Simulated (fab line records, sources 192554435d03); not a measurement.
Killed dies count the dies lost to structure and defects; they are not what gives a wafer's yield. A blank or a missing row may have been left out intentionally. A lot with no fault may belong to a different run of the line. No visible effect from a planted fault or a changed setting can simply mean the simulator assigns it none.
fab line records	flow n5_finfet
record: lots: 7	wafers: 39
route steps=1938 shown FIN_SAQP@138 DUMMY_GATE@246 SD_EPI_N@288 GATE_CUT@484
start_h: the number of hours between the record's first day and the start of the first shown wafer of the lot	wait_h: hours elapsed since this lot's preceding step	" the same as in the row above	L1.1+2: one row covering several wafers at once	- value missing, or start not given	* or withheld: withheld	< > ~ a bound
route shown NAME@n: a module of which the file shows steps, and the number in the route of the first	usual: mean/standard deviation of fault-free wafers	same: alike in all rows	chamber/n: place in a boat	sites: the reading at each site	_std_site: the standard deviation of these	_edge_site: outer sites' mean less inner sites'	radius_mm: for every site, how far away it sits from the centre of the wafer	mask NAME#n: copy n	behind: tool/chamber where the wafer was last shaped	hold: the reason the lot was held/the length of the hold in hours/how it ended	device: transistor that didn't switch, given as n, p or np	end of line: at the end of the route, the tests of the same wafers	a step without rows: its recipe alone	killed: dies that structure and defects cost at the first sort, which is not the same as the wafer's yield	map: a wafer's dies, marking killed ones x, the rest . and places with no die _
set.NAME: the setting as run; set.NAME@STEP: as run at that earlier step	model.NAME: the simulator's own value behind a step, which no gauge read
lots where settings were altered on purpose, with a table for each step and a row for each wafer
== steps ==
step: N5_FIN_SAQP_SPACER2_ALD_28
recipe: material: SiO2	target_thk_a: 81	temp_c: 300	ald_precursor_family: BDEAS	ald_co_reactant: O2-plasma	pulse_time_s: 1	purge_time_s: 2	co_reactant_purge_time_s: 2	pressure_torr: 2
lot.wafer	tool	chamber	start_h	wait_h	set.target_thk_a	model.SiO2_of_FIN_SAQP_SPACER2_ALD_28.thk_nm
L074.1+2+6	ald_sin-04	2,1,0	24.71	0.1	72.75	7.2
L074.3+4	"	3,0	"	"	81	8.2
L074.5	"	3	"	"	81	8
L077.1+3+4	ald_sin-04	3,0,1	43.95	0.1	75.58	7.6
L077.2	"	2	"	"	81	8
L077.5+6	"	2,1	"	"	81	8.2
L078.1+3	ald_sin-01	1,3	49.12	0.1	81	8
L078.2	"	0	"	"	81	8.2
L079.1+3+4	ald_sin-03	2,3,0	55.10	0.1	89.82	9
L079.2	"	1	"	"	81	8.2
L079.5+6	"	1,0	"	"	81	8
L084.1+4+6	ald_sin-01	1,0,1	85.51	0.1	85.74	8.6
L084.2+3+5	"	2,3,0	"	"	81	8
L087.1+3	ald_sin-03	3,1	104.24	0.1	81	8.2
L087.2+5	"	0,2	"	"	85.02	8.4
L087.4	"	2	"	"	81	8
L087.6	"	1	"	"	85.02	8.6
L092.1	ald_sin-01	1	133.37	0.1	81	8
L092.2+3+4+5+6	"	2,3,0,0,3	"	"	81	8.2
step: N5_FIN_SAQP_SPACER2_ETCHBACK_29
recipe: chemistry: CHF3/O2	mode: anisotropic_etchback	target: SiO2	target_depth_a: 122	time_s: 6.1	pressure_mtorr: 30	source_w: 650	bias_w: 170	Ar_flow_sccm: 200	CHF3_flow_sccm: 50	O2_flow_sccm: 5	ion_energy_ev: 200
step: N5_FIN_SAQP_MANDREL2_REMOVE_60
recipe: chemistry: HBr/Cl2/O2	bt_time_s: 10	target: a-Si	stop_on: SiNx	endpoint: OES-SiCl	over_etch_frac: 1	icp_w: 600	bias_w: 22	HBr_flow_sccm: 150	Cl2_flow_sccm: 80	O2_flow_sccm: 5	pressure_mtorr: 10
lot.wafer	tool	chamber	start_h	wait_h	set.target_thk_a@FIN_SAQP_SPACER2_ALD_28	model.FIN_SAQP.cd_nm
L074.1+2	rie_si-03	0,2	25.12	0.1	72.75	7.4
L074.3+5	"	3,2	"	"	81	8.2
L074.4	"	1	"	"	81	8
L074.6	"	3	"	"	72.75	7.2
L077.1	rie_si-04	0	44.36	0.1	75.58	7.4
L077.2+6	"	3,2	"	"	81	8.2
L077.3+4	"	2,1	"	"	75.58	7.6
L077.5	"	1	"	"	81	8
L078.1	rie_si-03	2	49.53	0.1	81	8.2
L078.2+3	"	1,0	"	"	81	8
L079.1+4	rie_si-04	1,0	55.69	0.1	89.82	8.8
L079.2+5	"	2,3	"	"	81	8.2
L079.3	"	3	"	"	89.82	9
L079.6	"	0	"	"	81	7.8
L084.1+4+6	rie_si-05	3,2,3	85.95	0.1	85.74	8.6
L084.2+3	"	0,1	"	"	81	7.8
L084.5	"	2	"	"	81	8
L087.1+3	rie_si-05	2,1	104.65	0.1	81	8
L087.2+6	"	0	"	"	85.02	8.4
L087.4	"	3	"	"	81	8.2
L087.5	"	1	"	"	85.02	8.2
L092.1+2+3+4+5+6	rie_si-03	3,1,0,2,2,3	133.83	0.1	81	8.2
step: N5_FIN_SAQP_HM_OPEN_33
recipe: chemistry: CH3F/O2	target: SiNx	mask_material: SiO2	target_depth_a: 494	time_s: 70.6	pressure_mtorr: 30	source_w: 395	bias_w: 73	Ar_flow_sccm: 150	CH3F_flow_sccm: 30	O2_flow_sccm: 20	ion_energy_ev: 120	ends: cleared
lot.wafer	tool	chamber	start_h	wait_h	set.target_thk_a@FIN_SAQP_SPACER2_ALD_28	model.FIN_SAQP.cd_nm
L074.1+6	rie_diel-04	3,2	25.28	0.0	72.75	7.2
L074.2	"	0	"	"	72.75	7.4
L074.3+4	"	2,3	"	"	81	8
L074.5	"	0	"	"	81	8.2
L077.1+3+4	rie_diel-02	1,0,3	44.52	0.0	75.58	7.6
L077.2+6	"	2,1	"	"	81	8.2
L077.5	"	0	"	"	81	8
L078.1+2+3	rie_diel-02	1,3,2	49.69	0.0	81	8.2
L079.1	rie_diel-06	3	55.86	0.1	89.82	8.8
L079.2+5	"	0	"	"	81	8
L079.3+4	"	1,2	"	"	89.82	9
L079.6	"	1	"	"	81	7.8
L084.1+4+6	rie_diel-04	2,1,0	86.11	0.0	85.74	8.6
L084.2+5	"	0,1	"	"	81	8
L084.3	"	3	"	"	81	7.8
L087.1+4	rie_diel-02	0,1	104.81	0.0	81	8.2
L087.2+5	"	3,2	"	"	85.02	8.4
L087.3	"	2	"	"	81	8
L087.6	"	1	"	"	85.02	8.6
L092.1+2+3+4+6	rie_diel-02	2,0,3,1,1	134.08	0.1	81	8.2
L092.5	"	2	"	"	81	8.4
step: N5_FIN_SAQP_ETCH_34
recipe: chemistry: C4F6/O2	target: SiO2	target_depth_a: 450	time_s: 15	ion_energy_ev: 250	pressure_mtorr: 30	source_w: 345	bias_w: 185	Ar_flow_sccm: 300	C4F6_flow_sccm: 10	O2_flow_sccm: 10	ends: cleared
lot.wafer	tool	chamber	start_h	wait_h	set.target_thk_a@FIN_SAQP_SPACER2_ALD_28	model.FIN_SAQP.cd_nm
L074.1	rie_diel-04	3	25.35	0.0	72.75	7.4
L074.2+6	"	0,2	"	"	72.75	7.2
L074.3+4	"	2,3	"	"	81	8
L074.5	"	0	"	"	81	8.2
L077.1+3	rie_diel-02	1,0	44.59	0.0	75.58	7.4
L077.2+6	"	2,1	"	"	81	8.2
L077.4	"	3	"	"	75.58	7.6
L077.5	"	0	"	"	81	7.8
L078.1	rie_diel-02	1	49.76	0.0	81	8
L078.2+3	"	3,2	"	"	81	8.2
L079.1	rie_diel-06	3	55.93	0.0	89.82	8.8
L079.2	"	0	"	"	81	8
L079.3+4	"	1,2	"	"	89.82	9
L079.5	"	0	"	"	81	8.2
L079.6	"	1	"	"	81	7.8
L084.1+4+6	rie_diel-04	2,1,0	86.17	0.0	85.74	8.6
L084.2	"	0	"	"	81	7.8
L084.3+5	"	3,1	"	"	81	8
L087.1+3+4	rie_diel-02	0,2,1	104.88	0.0	81	8.2
L087.2+5+6	"	3,2,1	"	"	85.02	8.4
L092.1+2+3	rie_diel-02	2,0,3	134.15	0.0	81	8.2
L092.4+6	"	1	"	"	81	8
L092.5	"	2	"	"	81	8.4
step: N5_FIN_SAQP_STRIP_77
recipe: chemistry: N2/H2	time_s: 90	power_w: 100	temp_c: 40	pressure_mtorr: 100	rf_frequency_hz: 6e+07	bias_power_w: 3	n2_flow_sccm: 300	h2_flow_sccm: 300
step: N5_FIN_SAQP_ETCH_64
recipe: chemistry: CF4	target: SiO2	target_depth_a: 15	ion_energy_ev: 350	pressure_mtorr: 10	icp_w: 800	bias_w: 400	cf4_flow_sccm: 80
lot.wafer	tool	chamber	start_h	wait_h	set.target_thk_a@FIN_SAQP_SPACER2_ALD_28	model.FIN_SAQP.cd_nm
L074.1+2	rie_si-04	0,3	25.54	0.0	72.75	7.2
L074.3	"	1	"	"	81	7.8
L074.4	"	2	"	"	81	8
L074.5	"	1	"	"	81	8.2
L074.6	"	0	"	"	72.75	7
L077.1+3	rie_si-05	2,1	44.79	0.0	75.58	7.4
L077.2	"	0	"	"	81	8.2
L077.4	"	3	"	"	75.58	7.6
L077.5	"	2	"	"	81	7.8
L077.6	"	1	"	"	81	8
L078.1+3	rie_si-04	2,0	49.95	0.0	81	8
L078.2	"	1	"	"	81	8.2
L079.1+4	rie_si-05	2,0	56.13	0.0	89.82	8.8
L079.2+5	"	3	"	"	81	8
L079.3	"	1	"	"	89.82	9
L079.6	"	2	"	"	81	7.8
L084.1+4+6	rie_si-03	1,0,2	86.37	0.0	85.74	8.6
L084.2	"	3	"	"	81	7.8
L084.3+5	"	2,3	"	"	81	8
L087.1+3	rie_si-04	1,2	105.08	0.0	81	8.2
L087.2+5+6	"	0,3,0	"	"	85.02	8.4
L087.4	"	3	"	"	81	8
L092.1+2+3	rie_si-05	0,2,1	134.34	0.0	81	8.2
L092.4+6	"	3,0	"	"	81	8
L092.5	"	1	"	"	81	8.4
step: N5_DUMMY_GATE_ETCH_32
recipe: chemistry: CF4	target: SiO2	target_depth_a: 35	time_s: 3.9	ion_energy_ev: 350	pressure_mtorr: 10	icp_w: 800	bias_w: 400	cf4_flow_sccm: 80
lot.wafer	tool	chamber	start_h	wait_h	set.time_s	model.etch.depth_nm
L074.1	rie_si-06	1	48.63	0.1	3.9	3.515
L074.2	"	0	"	"	3.9	3.57
L074.3	"	3	"	"	3.9	3.42
L074.4	"	2	"	"	3.9	3.435
L074.5	"	0	"	"	3.9	3.562
L074.6	"	1	"	"	3.9	3.514
L077.1	rie_si-01	3	65.73	0.1	3.415	3.011
L077.2	"	1	"	"	3.9	3.491
L077.3	"	0	"	"	3.9	3.597
L077.4	"	2	"	"	3.9	3.639
L077.5	"	2	"	"	3.415	3.178
L077.6	"	3	"	"	3.415	3.032
L078.1	rie_si-06	1	72.99	0.1	3.9	3.492
L078.2	"	2	"	"	3.9	3.466
L078.3	"	3	"	"	3.9	3.418
L079.1	rie_si-02	0	76.98	0.1	3.9	3.567
L079.2	"	3	"	"	3.9	3.474
L079.3	"	2	"	"	3.9	3.42
L079.4	"	1	"	"	3.9	3.521
L079.5	"	1	"	"	3.9	3.527
L079.6	"	0	"	"	3.9	3.555
L084.1	rie_si-02	3	108.10	0.1	3.9	3.488
L084.2	"	1	"	"	3.9	3.53
L084.3	"	0	"	"	3.9	3.511
L084.4	"	2	"	"	4.307	3.781
L084.5	"	0	"	"	4.307	3.915
L084.6	"	1	"	"	4.307	3.863
L087.1	rie_si-01	2	125.38	0.1	3.9	3.658
L087.2	"	1	"	"	3.9	3.429
L087.3	"	0	"	"	3.143	2.876
L087.4	"	3	"	"	3.143	2.736
L087.5	"	2	"	"	3.9	3.614
L087.6	"	3	"	"	3.143	2.727
L092.1	rie_si-06	0	154.85	0.1	3.9	3.552
L092.2	"	1	"	"	3.9	3.455
L092.3	"	2	"	"	4.353	3.829
L092.4	"	3	"	"	3.9	3.382
L092.5	"	1	"	"	4.353	3.905
L092.6	"	2	"	"	4.353	3.804
step: N5_SD_EPI_N_EPI_21
recipe: material: Si:P	dopant: P	temp_c: 680	pressure_torr: 255	time_s: 690
lot.wafer	tool	chamber	start_h	wait_h	set.pressure_torr	model.Si-P_of_SD_EPI_N_EPI_21.thk_nm
L074.1	epi_rpcvd-01	0	51.88	0.1	255	59.6
L074.2	"	0	"	"	255	58.4
L074.3	"	0	"	"	255	59
L074.4+6	"	0	"	"	255	58.6
L074.5	"	0	"	"	255	58.8
L077.1	epi_rpcvd-01	0	70.28	0.2	255	58.8
L077.2	"	0	"	"	255	59.2
L077.3+4+5	"	0	"	"	255	59.4
L077.6	"	0	72.14	1.9	255	58.6
L078.1	epi_rpcvd-01	0	76.22	0.1	255	57.2
L078.2	"	0	"	"	255	57.4
L078.3	"	0	"	"	255	58
L079.1	epi_rpcvd-03	0	80.64	0.2	301.4	63.6
L079.2+3	"	0	"	"	301.4	63.8
L079.4	"	0	"	"	301.4	63.2
L079.5	"	0	"	"	301.4	63.4
L079.6	"	0	"	"	301.4	64
L084.1	epi_rpcvd-04	0	111.53	0.2	255	60.6
L084.2+4	"	0	"	"	255	59.4
L084.3	"	0	"	"	255	59.6
L084.5	"	0	"	"	255	60
L084.6	"	0	"	"	255	60.4
L087.1	epi_rpcvd-01	0	129.15	0.1	279.5	60.4
L087.2	"	0	"	"	279.5	61.2
L087.3	"	0	"	"	279.5	61.6
L087.4	"	0	"	"	279.5	60.8
L087.5	"	0	"	"	279.5	60.2
L087.6	"	0	"	"	279.5	60
L092.1	epi_rpcvd-01	0	158.69	0.1	255	59.2
L092.2+4	"	0	"	"	255	59.6
L092.3	"	0	"	"	255	59.4
L092.5	"	0	"	"	255	60
L092.6	"	0	"	"	255	59
step: N5_GATE_CUT_EXPOSE_10
recipe: mask_id: GATE_CUT	na: 0.33	source_shape: annular	sigma_inner: 0.35	sigma_outer: 0.8	polarization: unpolarized	target_cd_nm: 20	dose_mj: 43.25
lot.wafer	tool	chamber	start_h	wait_h	mask	set.dose_mj
L074.1+2+3+4+5+6	euv_scanner-02	0	84.17	-	GATE_CUT#0	43.25
L077.1+3+5	euv_scanner-01	0	102.39	-	GATE_CUT#0	43.25
L077.2+4+6	"	0	"	"	GATE_CUT#0	40.77
L078.1+2+3	euv_scanner-01	0	109.62	-	GATE_CUT#0	43.25
L079.1+2+6	euv_scanner-01	0	113.37	-	GATE_CUT#0	40.26
L079.3+4+5	"	0	"	"	GATE_CUT#0	43.25
L084.1+2+5	euv_scanner-02	0	143.39	-	GATE_CUT#0	46.36
L084.3+4+6	"	0	"	"	GATE_CUT#0	43.25
L087.1+2+4	euv_scanner-01	0	160.93	-	GATE_CUT#0	41.37
L087.3+5+6	"	0	"	"	GATE_CUT#0	43.25
L092.1+3+5	euv_scanner-02	0	192.21	-	GATE_CUT#0	46.23
L092.2+4+6	"	0	"	"	GATE_CUT#0	43.25
step: N5_GATE_CUT_PEB_11
recipe: peb_temp_c: 100	peb_time_s: 60	resist: CAR-EUV
step: N5_GATE_CUT_DEVELOP_12
recipe: develop_time_s: 30	developer: TMAH	resist: CAR-EUV	rinse_liquid: surfactant_rinse	dry: air_spin	dev_temp_c: 23
step: N5_GATE_CUT_CD_MEAS_13
recipe: target_cd_nm: 20	landing_energy_ev: 500	detector: se_inlens
usual: cd_nm: 20.01/0.28
lot.wafer	tool	chamber	start_h	wait_h	set.dose_mj@GATE_CUT_EXPOSE_10	cd_nm
L074.1	cd_sem-03	0	84.30	-	43.25	20.29
L074.2	"	0	"	"	43.25	19.83
L074.3	"	0	"	"	43.25	20.03
L074.4	"	0	"	"	43.25	20.42
L074.5	"	0	"	"	43.25	19.76
L074.6	"	0	"	"	43.25	20.03
L077.1	cd_sem-02	0	102.52	-	43.25	19.92
L077.2	"	0	"	"	40.77	18.86
L077.3	"	0	"	"	43.25	20.40
L077.4	"	0	"	"	40.77	18.68
L077.5	"	0	"	"	43.25	20.11
L077.6	"	0	"	"	40.77	18.81
L078.1	cd_sem-03	0	109.75	-	43.25	20.10
L078.2	"	0	"	"	43.25	19.77
L078.3	"	0	"	"	43.25	19.65
L079.1	cd_sem-02	0	113.50	-	40.26	18.11
L079.2	"	0	"	"	40.26	18.02
L079.3	"	0	"	"	43.25	19.62
L079.4	"	0	"	"	43.25	20.06
L079.5	"	0	"	"	43.25	20.13
L079.6	"	0	"	"	40.26	18.30
L084.1	cd_sem-01	0	143.52	-	46.36	21.33
L084.2	"	0	"	"	46.36	21.15
L084.3	"	0	"	"	43.25	19.50
L084.4	"	0	"	"	43.25	19.80
L084.5	"	0	"	"	46.36	20.59
L084.6	"	0	"	"	43.25	20.00
L087.1	cd_sem-02	0	161.06	-	41.37	18.93
L087.2	"	0	"	"	41.37	19.04
L087.3	"	0	"	"	43.25	20.24
L087.4	"	0	"	"	41.37	19.18
L087.5	"	0	"	"	43.25	20.51
L087.6	"	0	"	"	43.25	20.50
L092.1	cd_sem-03	0	192.34	-	46.23	21.67
L092.2	"	0	"	"	43.25	20.02
L092.3	"	0	"	"	46.23	21.18
L092.4	"	0	"	"	43.25	19.81
L092.5	"	0	"	"	46.23	21.43
L092.6	"	0	"	"	43.25	19.64
step: N5_GATE_CUT_DESCUM_18
recipe: chemistry: O2	time_s: 7	source_power_w: 50	bias_power_w: 20	pressure_mtorr: 20	rf_frequency_hz: 2.712e+07	temp_c: 40	resist: CAR-EUV	o2_flow_sccm: 225
lot.wafer	tool	chamber	start_h	wait_h	set.dose_mj@GATE_CUT_EXPOSE_10	model.GATE_CUT.cd_nm
L074.1	rie_diel-01	2	84.54	0.1	43.25	20.4
L074.2+6	"	3,2	"	"	43.25	20.2
L074.3	"	1	"	"	43.25	19.8
L074.4	"	0	"	"	43.25	20
L074.5	"	1	"	"	43.25	19.6
L077.1+3+5	rie_diel-01	0,1,2	102.65	0.0	43.25	20
L077.2+4	"	2,3	"	"	40.77	18.6
L077.6	"	1	"	"	40.77	18.2
L078.1+2	rie_diel-03	0,3	109.87	0.0	43.25	19.6
L078.3	"	2	"	"	43.25	19.8
L079.1+2+6	rie_diel-03	1,2,3	113.63	0.0	40.26	18.2
L079.3+4+5	"	3,0,2	"	"	43.25	20
L084.1	rie_diel-05	3	143.65	0.0	46.36	20.8
L084.2+5	"	2	"	"	46.36	21.2
L084.3+4+6	"	1,0,3	"	"	43.25	19.8
L087.1	rie_diel-01	2	161.19	0.0	41.37	19
L087.2+4	"	1,3	"	"	41.37	19.2
L087.3+5+6	"	0,3,2	"	"	43.25	20
L092.1	rie_diel-03	1	192.89	0.5	46.23	21.6
L092.2+4	"	3,2	"	"	43.25	19.8
L092.3+5	"	0	"	"	46.23	21.4
L092.6	"	1	"	"	43.25	20
step: N5_GATE_CUT_ETCH_28
recipe: chemistry: N2/H2	target: underlayer	target_depth_a: 130	mask_material: CAR-EUV	time_s: 10.4	ion_energy_ev: 200	pressure_mtorr: 30	source_w: 840	bias_w: 150	n2_flow_sccm: 200	h2_flow_sccm: 200	ends: cleared
step: N5_GATE_CUT_ETCH_36
recipe: chemistry: CF4	target: SiARC	target_depth_a: 130	mask_material: CAR-EUV	time_s: 21.7	ion_energy_ev: 80	pressure_mtorr: 40	source_w: 545	bias_w: 36	Ar_flow_sccm: 100	cf4_flow_sccm: 100	ends: cleared
step: N5_GATE_CUT_STRIP_38
recipe: chemistry: N2/H2	temp_c: 40	n2_flow_sccm: 200	h2_flow_sccm: 200	rf_frequency_hz: 6e+07
step: N5_GATE_CUT_STRIP_39
recipe: chemistry: N2/H2	temp_c: 40	n2_flow_sccm: 200	h2_flow_sccm: 200	rf_frequency_hz: 6e+07
step: N5_GATE_CUT_HM_OPEN_40
recipe: chemistry: C4F6/O2	target: SiO2	mask_material: SiARC	target_depth_a: 1390	time_s: 85.1	ion_energy_ev: 250	pressure_mtorr: 30	source_w: 345	bias_w: 185	Ar_flow_sccm: 300	C4F6_flow_sccm: 10	O2_flow_sccm: 10	ends: cleared
lot.wafer	tool	chamber	start_h	wait_h	set.dose_mj@GATE_CUT_EXPOSE_10	model.GATE_CUT.cd_nm
L074.1	rie_diel-01	2	84.70	0.0	43.25	20.6
L074.2+4+6	"	3,0,2	"	"	43.25	20.4
L074.3	"	1	"	"	43.25	20.2
L074.5	"	1	"	"	43.25	20
L077.1	rie_diel-01	0	102.81	0.0	43.25	20.6
L077.2	"	2	"	"	40.77	18.6
L077.3	"	1	"	"	43.25	20.4
L077.4+6	"	3,1	"	"	40.77	18.8
L077.5	"	2	"	"	43.25	20.2
L078.1+2	rie_diel-03	0,3	110.04	0.0	43.25	19.6
L078.3	"	2	"	"	43.25	20
L079.1	rie_diel-03	1	113.79	0.0	40.26	18.6
L079.2+6	"	2,3	"	"	40.26	18.2
L079.3	"	3	"	"	43.25	20
L079.4+5	"	0,2	"	"	43.25	20.2
L084.1	rie_diel-05	3	143.81	0.0	46.36	21
L084.2+5	"	2	"	"	46.36	21.6
L084.3+6	"	1,3	"	"	43.25	19.8
L084.4	"	0	"	"	43.25	20.2
L087.1	rie_diel-01	2	161.35	0.0	41.37	19
L087.2	"	1	"	"	41.37	19.2
L087.3+5	"	0,3	"	"	43.25	20.2
L087.4	"	3	"	"	41.37	19.4
L087.6	"	2	"	"	43.25	20
L092.1	rie_diel-03	1	193.06	0.0	46.23	21.8
L092.2	"	3	"	"	43.25	19.6
L092.3+5	"	0	"	"	46.23	21.2
L092.4	"	2	"	"	43.25	19.8
L092.6	"	1	"	"	43.25	20.2
== key ==
split: step: N5_FIN_SAQP_SPACER2_ALD_28	setting: target_thk_a	stated: 81	by: wafer
response: step: N5_FIN_SAQP_SPACER2_ALD_28	reading: model.SiO2_of_FIN_SAQP_SPACER2_ALD_28.thk_nm	change: +0.0871	per: 1%	r: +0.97
response: step: N5_FIN_SAQP_MANDREL2_REMOVE_60	reading: model.FIN_SAQP.cd_nm	change: +0.0813	per: 1%	r: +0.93
response: step: N5_FIN_SAQP_HM_OPEN_33	reading: model.FIN_SAQP.cd_nm	change: +0.0864	per: 1%	r: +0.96
response: step: N5_FIN_SAQP_ETCH_34	reading: model.FIN_SAQP.cd_nm	change: +0.0835	per: 1%	r: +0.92
response: step: N5_FIN_SAQP_ETCH_64	reading: model.FIN_SAQP.cd_nm	change: +0.0852	per: 1%	r: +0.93
split: step: N5_DUMMY_GATE_ETCH_32	setting: time_s	stated: 3.9	by: wafer
response: step: N5_DUMMY_GATE_ETCH_32	reading: model.etch.depth_nm	change: +0.0381	per: 1%	r: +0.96
split: step: N5_SD_EPI_N_EPI_21	setting: pressure_torr	stated: 255	by: lot
response: step: N5_SD_EPI_N_EPI_21	reading: model.Si-P_of_SD_EPI_N_EPI_21.thk_nm	change: +0.233	per: 1%	r: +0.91
split: step: N5_GATE_CUT_EXPOSE_10	setting: dose_mj	stated: 43.25	by: wafer
response: step: N5_GATE_CUT_CD_MEAS_13	reading: cd_nm	change: +0.233	per: 1%	r: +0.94
response: step: N5_GATE_CUT_DESCUM_18	reading: model.GATE_CUT.cd_nm	change: +0.227	per: 1%	r: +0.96
response: step: N5_GATE_CUT_HM_OPEN_40	reading: model.GATE_CUT.cd_nm	change: +0.237	per: 1%	r: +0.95
